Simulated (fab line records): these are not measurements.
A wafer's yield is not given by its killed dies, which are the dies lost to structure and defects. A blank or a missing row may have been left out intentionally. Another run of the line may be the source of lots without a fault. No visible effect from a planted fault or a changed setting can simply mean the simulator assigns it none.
Which tool is to blame? / flow nand-harc / 12 lots with 36 wafers sampled at 6 steps, on a route of 1302 steps

## WHAT THE GAUGES READ, wafer by wafer
NHARC_P_GATE_CD_MEAS_26 targets a cd of 120 nm.
lot=L829; measured=day 4 21:43; on=cd-sem-03; cd-nm (nm)=120.0 120.7 119.7
lot=L831; measured=day 6 07:19; on=cd-sem-01; cd-nm (nm)=120.8 120.1 120.6
lot=L833; measured=day 6 16:16; on=cd-sem-01; cd-nm (nm)=121.6 120.2 121.0
lot=L834; measured=day 7 07:17; on=cd-sem-03; cd-nm (nm)=119.7 120.8 119.9
lot=L837; measured=day 8 15:21; on=cd-sem-03; cd-nm (nm)=118.9 120.1 119.5
lot=L838; measured=day 8 14:50; on=cd-sem-03; cd-nm (nm)=119.1 120.3 119.5
lot=L841; measured=day 10 00:44; on=cd-sem-03; cd-nm (nm)=128.3 129.1 129.5
lot=L842; measured=day 11 03:07; on=cd-sem-01; cd-nm (nm)=129.9 130.0 128.8
lot=L843; measured=day 11 02:43; on=cd-sem-02; cd-nm (nm)=121.3 122.1 120.4
lot=L845; measured=day 11 17:38; on=cd-sem-03; cd-nm (nm)=119.4 120.5 120.9
lot=L846; measured=day 12 04:34; on=cd-sem-01; cd-nm (nm)=120.0 120.7 120.1
lot=L850; measured=day 14 02:17; on=cd-sem-01; cd-nm (nm)=121.8 121.1 120.9

NHARC_END_SORT_01.
lot=L842; measured=day 29 22:44; on=prober-01; killed-at-array=35 27; killed-at-other=0 1; killed-at-periphery=6 3; killed-dies=41 31; killed-open=6 2; killed-short=2 1

## EACH LOT AND THE TOOL THAT RAN IT (in order: tool; ch and the chambers of the sampled wafers; start)
lot=L829; NHARC_P_STI_ETCH_42=rie-diel-06 ch 0,2,3, day 2 19:52; NHARC_P_STI_CMP_21=cmp-04 ch 0,3, day 3 13:46; NHARC_P_GATE_PEB_24=litho-track-01 ch 0, day 4 21:38; NHARC_P_GATE_ETCH_104=rie-diel-07 ch 0,1,2, day 4 21:59
lot=L831; NHARC_P_STI_ETCH_42=rie-diel-06 ch 1,2, day 3 16:26; NHARC_P_STI_CMP_21=cmp-02 ch 0,1,3, day 4 12:14; NHARC_P_GATE_PEB_24=litho-track-01 ch 0, day 6 07:14; NHARC_P_GATE_ETCH_104=rie-diel-02 ch 1,3, day 6 07:37
lot=L833; NHARC_P_STI_ETCH_42=rie-diel-06 ch 0,1,3, day 4 11:35; NHARC_P_STI_CMP_21=cmp-04 ch 1,2,3, day 5 06:31; NHARC_P_GATE_PEB_24=litho-track-06 ch 0, day 6 16:11; NHARC_P_GATE_ETCH_104=rie-diel-03 ch 0,2,3, day 6 16:32
lot=L834; NHARC_P_STI_ETCH_42=rie-diel-11 ch 0,1,2, day 4 21:59; NHARC_P_STI_CMP_21=cmp-03 ch 0,1,2, day 5 17:14; NHARC_P_GATE_PEB_24=litho-track-04 ch 0, day 7 07:13; NHARC_P_GATE_ETCH_104=rie-diel-07 ch 1,2,3, day 7 07:34
lot=L837; NHARC_P_STI_ETCH_42=rie-diel-11 ch 0,1,3, day 6 11:39; NHARC_P_STI_CMP_21=cmp-03 ch 0,1,3, day 7 05:32; NHARC_P_GATE_PEB_24=litho-track-01 ch 0, day 8 15:16; NHARC_P_GATE_ETCH_104=rie-diel-03 ch 1,2,3, day 8 15:37
lot=L838; NHARC_P_STI_ETCH_42=rie-diel-01 ch 0,1, day 6 11:49; NHARC_P_STI_CMP_21=cmp-02 ch 1,2, day 7 05:30; NHARC_P_GATE_PEB_24=litho-track-01 ch 0, day 8 14:46; NHARC_P_GATE_ETCH_104=rie-diel-07 ch 0,1, day 8 15:08
lot=L841; NHARC_P_STI_ETCH_42=rie-diel-06 ch 0,1,2, day 7 18:52; NHARC_P_STI_CMP_21=cmp-04 ch 0,3, day 8 13:27; NHARC_P_GATE_PEB_24=litho-track-01 ch 0, day 10 00:40; NHARC_P_GATE_ETCH_104=rie-diel-07 ch 0,2,3, day 10 01:01
lot=L842; NHARC_P_STI_ETCH_42=rie-diel-11 ch 1,2,3, day 8 08:45; NHARC_P_STI_CMP_21=cmp-03 ch 1,2,3, day 9 15:37; NHARC_P_GATE_PEB_24=litho-track-01 ch 0, day 11 03:02; NHARC_P_GATE_ETCH_104=rie-diel-07 ch 0,2,3, day 11 03:23
lot=L843; NHARC_P_STI_ETCH_42=rie-diel-11 ch 0,1,3, day 8 15:57; NHARC_P_STI_CMP_21=cmp-02 ch 0,3, day 9 15:37; NHARC_P_GATE_PEB_24=litho-track-06 ch 0, day 11 02:38; NHARC_P_GATE_ETCH_104=rie-diel-02 ch 0,1,3, day 11 02:59
lot=L845; NHARC_P_STI_ETCH_42=rie-diel-01 ch 0,2,3, day 9 10:52; NHARC_P_STI_CMP_21=cmp-04 ch 0,1,2, day 10 05:26; NHARC_P_GATE_PEB_24=litho-track-06 ch 0, day 11 17:33; NHARC_P_GATE_ETCH_104=rie-diel-03 ch 1,2, day 11 17:54
lot=L846; NHARC_P_STI_ETCH_42=rie-diel-11 ch 2,3, day 9 20:52; NHARC_P_STI_CMP_21=cmp-03 ch 2,3, day 10 18:28; NHARC_P_GATE_PEB_24=litho-track-06 ch 0, day 12 04:29; NHARC_P_GATE_ETCH_104=rie-diel-07 ch 0,2,3, day 12 04:50
lot=L850; NHARC_P_STI_ETCH_42=rie-diel-06 ch 0,2,3, day 11 18:08; NHARC_P_STI_CMP_21=cmp-03 ch 1,2,3, day 12 14:22; NHARC_P_GATE_PEB_24=litho-track-04 ch 0, day 14 02:12; NHARC_P_GATE_ETCH_104=rie-diel-02 ch 1,2,3, day 14 02:34
- NHARC_P_STI_ETCH_42: etches the open film in N2/H2, target depth 80 nm, overetch 24 nm, time 61 s.
- NHARC_P_STI_CMP_21: polishes, t overpolish 20 s, target thk 380.67 nm.
- NHARC_P_GATE_PEB_24: peb time 65 s.
- NHARC_P_GATE_ETCH_104: etches the open film in CF4/CHF3, target depth 60 nm.

## WHAT THE TOOLS THEMSELVES READ (means of the sampled wafers that have a number; where no wafer has one, the mark that the record gives instead)
NHARC_P_STI_ETCH_42.
lot=L829; tool=rie-diel-06; chamber-pressure-mTorr (mTorr)=29.974; drypump-motor-current-A (A)=5.57; oes-product-au (a.u.)=1.007; rf-vpp-V (V)=429.9; showerhead-plenum-p-Torr (Torr)=2.03; throttle-valve-pct (%)=14.185
lot=L831; tool=rie-diel-06; chamber-pressure-mTorr (mTorr)=29.986; drypump-motor-current-A (A)=5.82; oes-product-au (a.u.)=1.016; rf-vpp-V (V)=433.9; showerhead-plenum-p-Torr (Torr)=2.15; throttle-valve-pct (%)=14.163
lot=L833; tool=rie-diel-06; chamber-pressure-mTorr (mTorr)=30.004; drypump-motor-current-A (A)=5.57; oes-product-au (a.u.)=0.999; rf-vpp-V (V)=429.9; showerhead-plenum-p-Torr (Torr)=2.05; throttle-valve-pct (%)=14.180
lot=L834; tool=rie-diel-11; chamber-pressure-mTorr (mTorr)=30.019; drypump-motor-current-A (A)=5.58; oes-product-au (a.u.)=0.997; rf-vpp-V (V)=430.8; showerhead-plenum-p-Torr (Torr)=2.06; throttle-valve-pct (%)=14.163
lot=L837; tool=rie-diel-11; chamber-pressure-mTorr (mTorr)=29.983; drypump-motor-current-A (A)=5.65; oes-product-au (a.u.)=0.995; rf-vpp-V (V)=431.0; showerhead-plenum-p-Torr (Torr)=2.05; throttle-valve-pct (%)=14.169
lot=L838; tool=rie-diel-01; chamber-pressure-mTorr (mTorr)=30.026; drypump-motor-current-A (A)=5.42; oes-product-au (a.u.)=1.003; rf-vpp-V (V)=430.4; showerhead-plenum-p-Torr (Torr)=2.06; throttle-valve-pct (%)=14.170
lot=L841; tool=rie-diel-06; chamber-pressure-mTorr (mTorr)=29.979; drypump-motor-current-A (A)=5.71; oes-product-au (a.u.)=0.993; rf-vpp-V (V)=432.1; showerhead-plenum-p-Torr (Torr)=2.08; throttle-valve-pct (%)=14.184
lot=L842; tool=rie-diel-11; chamber-pressure-mTorr (mTorr)=30.004; drypump-motor-current-A (A)=5.50; oes-product-au (a.u.)=1.002; rf-vpp-V (V)=430.7; showerhead-plenum-p-Torr (Torr)=2.08; throttle-valve-pct (%)=14.173
lot=L843; tool=rie-diel-11; chamber-pressure-mTorr (mTorr)=30.012; drypump-motor-current-A (A)=5.67; oes-product-au (a.u.)=1.006; rf-vpp-V (V)=430.6; showerhead-plenum-p-Torr (Torr)=2.05; throttle-valve-pct (%)=14.175
lot=L845; tool=rie-diel-01; chamber-pressure-mTorr (mTorr)=30.002; drypump-motor-current-A (A)=5.73; oes-product-au (a.u.)=1.003; rf-vpp-V (V)=431.5; showerhead-plenum-p-Torr (Torr)=2.07; throttle-valve-pct (%)=14.178
lot=L846; tool=rie-diel-11; chamber-pressure-mTorr (mTorr)=30.012; drypump-motor-current-A (A)=5.35; oes-product-au (a.u.)=1.011; rf-vpp-V (V)=430.8; showerhead-plenum-p-Torr (Torr)=2.05; throttle-valve-pct (%)=14.173
lot=L850; tool=rie-diel-06; chamber-pressure-mTorr (mTorr)=29.993; drypump-motor-current-A (A)=5.58; oes-product-au (a.u.)=1.001; rf-vpp-V (V)=430.3; showerhead-plenum-p-Torr (Torr)=2.02; throttle-valve-pct (%)=14.172

NHARC_P_STI_CMP_21.
lot=L829; tool=cmp-04; motor-current-A (A)=11.1; overpolish-run-s (s)=20.007
lot=L831; tool=cmp-02; motor-current-A (A)=11.8; overpolish-run-s (s)=20.000
lot=L833; tool=cmp-04; motor-current-A (A)=11.9; overpolish-run-s (s)=20.001
lot=L834; tool=cmp-03; motor-current-A (A)=12.4; overpolish-run-s (s)=19.998
lot=L837; tool=cmp-03; motor-current-A (A)=12.3; overpolish-run-s (s)=19.999
lot=L838; tool=cmp-02; motor-current-A (A)=12.3; overpolish-run-s (s)=19.997
lot=L841; tool=cmp-04; motor-current-A (A)=10.8; overpolish-run-s (s)=19.996
lot=L842; tool=cmp-03; motor-current-A (A)=11.2; overpolish-run-s (s)=20.008
lot=L843; tool=cmp-02; motor-current-A (A)=11.8; overpolish-run-s (s)=19.994
lot=L845; tool=cmp-04; motor-current-A (A)=11.7; overpolish-run-s (s)=20.006
lot=L846; tool=cmp-03; motor-current-A (A)=11.7; overpolish-run-s (s)=19.999
lot=L850; tool=cmp-03; motor-current-A (A)=11.5; overpolish-run-s (s)=20.011

NHARC_P_GATE_PEB_24.
lot=L829; tool=litho-track-01; heater-power-total-W (W)=156.3; plate-temp-C (C)=99.99
lot=L831; tool=litho-track-01; heater-power-total-W (W)=156.7; plate-temp-C (C)=100.05
lot=L833; tool=litho-track-06; heater-power-total-W (W)=156.6; plate-temp-C (C)=100.03
lot=L834; tool=litho-track-04; heater-power-total-W (W)=156.9; plate-temp-C (C)=100.03
lot=L837; tool=litho-track-01; heater-power-total-W (W)=156.3; plate-temp-C (C)=100.09
lot=L838; tool=litho-track-01; heater-power-total-W (W)=156.4; plate-temp-C (C)=99.84
lot=L841; tool=litho-track-01; heater-power-total-W (W)=151.5; plate-temp-C (C)=97.63
lot=L842; tool=litho-track-01; heater-power-total-W (W)=151.7; plate-temp-C (C)=97.69
lot=L843; tool=litho-track-06; heater-power-total-W (W)=156.4; plate-temp-C (C)=100.08
lot=L845; tool=litho-track-06; heater-power-total-W (W)=156.8; plate-temp-C (C)=100.11
lot=L846; tool=litho-track-06; heater-power-total-W (W)=156.6; plate-temp-C (C)=99.91
lot=L850; tool=litho-track-04; heater-power-total-W (W)=156.9; plate-temp-C (C)=99.99

NHARC_P_GATE_ETCH_104.
lot=L829; tool=rie-diel-07; chamber-pressure-mTorr (mTorr)=25.004; drypump-motor-current-A (A)=5.0; oes-product-au (a.u.)=0.933; rf-vpp-V (V)=371.4; showerhead-plenum-p-Torr (Torr)=1.60; throttle-valve-pct (%)=16.799
lot=L831; tool=rie-diel-02; chamber-pressure-mTorr (mTorr)=25.008; drypump-motor-current-A (A)=5.7; oes-product-au (a.u.)=0.939; rf-vpp-V (V)=368.4; showerhead-plenum-p-Torr (Torr)=1.50; throttle-valve-pct (%)=16.794
lot=L833; tool=rie-diel-03; chamber-pressure-mTorr (mTorr)=24.977; drypump-motor-current-A (A)=5.8; oes-product-au (a.u.)=0.932; rf-vpp-V (V)=370.6; showerhead-plenum-p-Torr (Torr)=1.59; throttle-valve-pct (%)=16.800
lot=L834; tool=rie-diel-07; chamber-pressure-mTorr (mTorr)=25.015; drypump-motor-current-A (A)=5.3; oes-product-au (a.u.)=0.931; rf-vpp-V (V)=371.1; showerhead-plenum-p-Torr (Torr)=1.62; throttle-valve-pct (%)=16.802
lot=L837; tool=rie-diel-03; chamber-pressure-mTorr (mTorr)=24.988; drypump-motor-current-A (A)=5.8; oes-product-au (a.u.)=0.975; rf-vpp-V (V)=372.8; showerhead-plenum-p-Torr (Torr)=1.64; throttle-valve-pct (%)=16.800
lot=L838; tool=rie-diel-07; chamber-pressure-mTorr (mTorr)=25.017; drypump-motor-current-A (A)=5.0; oes-product-au (a.u.)=0.936; rf-vpp-V (V)=372.6; showerhead-plenum-p-Torr (Torr)=1.62; throttle-valve-pct (%)=16.807
lot=L841; tool=rie-diel-07; chamber-pressure-mTorr (mTorr)=25.013; drypump-motor-current-A (A)=5.2; oes-product-au (a.u.)=0.931; rf-vpp-V (V)=371.5; showerhead-plenum-p-Torr (Torr)=1.59; throttle-valve-pct (%)=16.792
lot=L842; tool=rie-diel-07; chamber-pressure-mTorr (mTorr)=24.996; drypump-motor-current-A (A)=5.2; oes-product-au (a.u.)=0.966; rf-vpp-V (V)=371.0; showerhead-plenum-p-Torr (Torr)=1.59; throttle-valve-pct (%)=16.797
lot=L843; tool=rie-diel-02; chamber-pressure-mTorr (mTorr)=24.970; drypump-motor-current-A (A)=5.5; oes-product-au (a.u.)=0.973; rf-vpp-V (V)=366.9; showerhead-plenum-p-Torr (Torr)=1.49; throttle-valve-pct (%)=16.797
lot=L845; tool=rie-diel-03; chamber-pressure-mTorr (mTorr)=25.018; drypump-motor-current-A (A)=5.7; oes-product-au (a.u.)=0.970; rf-vpp-V (V)=372.6; showerhead-plenum-p-Torr (Torr)=1.64; throttle-valve-pct (%)=16.799
lot=L846; tool=rie-diel-07; chamber-pressure-mTorr (mTorr)=24.976; drypump-motor-current-A (A)=5.2; oes-product-au (a.u.)=0.964; rf-vpp-V (V)=371.2; showerhead-plenum-p-Torr (Torr)=1.59; throttle-valve-pct (%)=16.797
lot=L850; tool=rie-diel-02; chamber-pressure-mTorr (mTorr)=24.985; drypump-motor-current-A (A)=5.8; oes-product-au (a.u.)=0.971; rf-vpp-V (V)=369.7; showerhead-plenum-p-Torr (Torr)=1.53; throttle-valve-pct (%)=16.807

## THE ANSWER, worked out from the rows above alone
Rule: the usual values come from the lots themselves. The widest of any qualifying gaps counts: lots, ordered by their means at a reading, are off when they make up no more than a third of the lots, leave a main group of 4 or more, and stand apart from it by 3 or more times the standard deviation of that group's means. The tables above print the reading to a certain number of digits; a main group whose means all agree to those digits is not used. A lot without any number at a reading at which 4 lots or more have one is off too. Where the step has rows for the other lots, those lots are counted as sound. Order of review: gauges by route order, followed by the tools' own readings, for which a lot's mean as printed above is used. The first step at which some lot is off is used, and at that step the reading that is off furthest; a lot without a number counts as furthest.
Off: L841, L842 (NHARC_P_GATE_CD_MEAS_26, cd-nm). The main group: mean 120.4 nm, standard deviation 0.58.
A tool fits if, at a process step before that reading, it ran every lot that is off, and no sound lot after the first of them. Not tried: the gauges at NHARC_P_GATE_CD_MEAS_26; whatever is off there is also off at NHARC_P_GATE_PEB_24, on other tools, and gauge error can't account for it. One fits: litho-track-01 at NHARC_P_GATE_PEB_24. A fault onset in the window from L837 (day 8 15:16, its last sound lot) to L841 (day 10 00:40, its first lot off) fits.
The tool's own readings at NHARC_P_GATE_PEB_24 bear it out: on the lots that are off they differ by more than 5 times the standard deviation of the sound lots' means. heater-power-total-W reads 151.6 W there against 156.6 W on the sound lots; plate-temp-C reads 97.66 C there against 100.01 C on the sound lots.

## WHAT THE SIMULATOR HAD PUT IN
Drift in process parameters on litho-track-01 at NHARC_P_GATE_PEB_24, starting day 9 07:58. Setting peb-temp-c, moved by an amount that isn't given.
Struck lots among those shown: L841, L842. This agrees with what the rule above found.
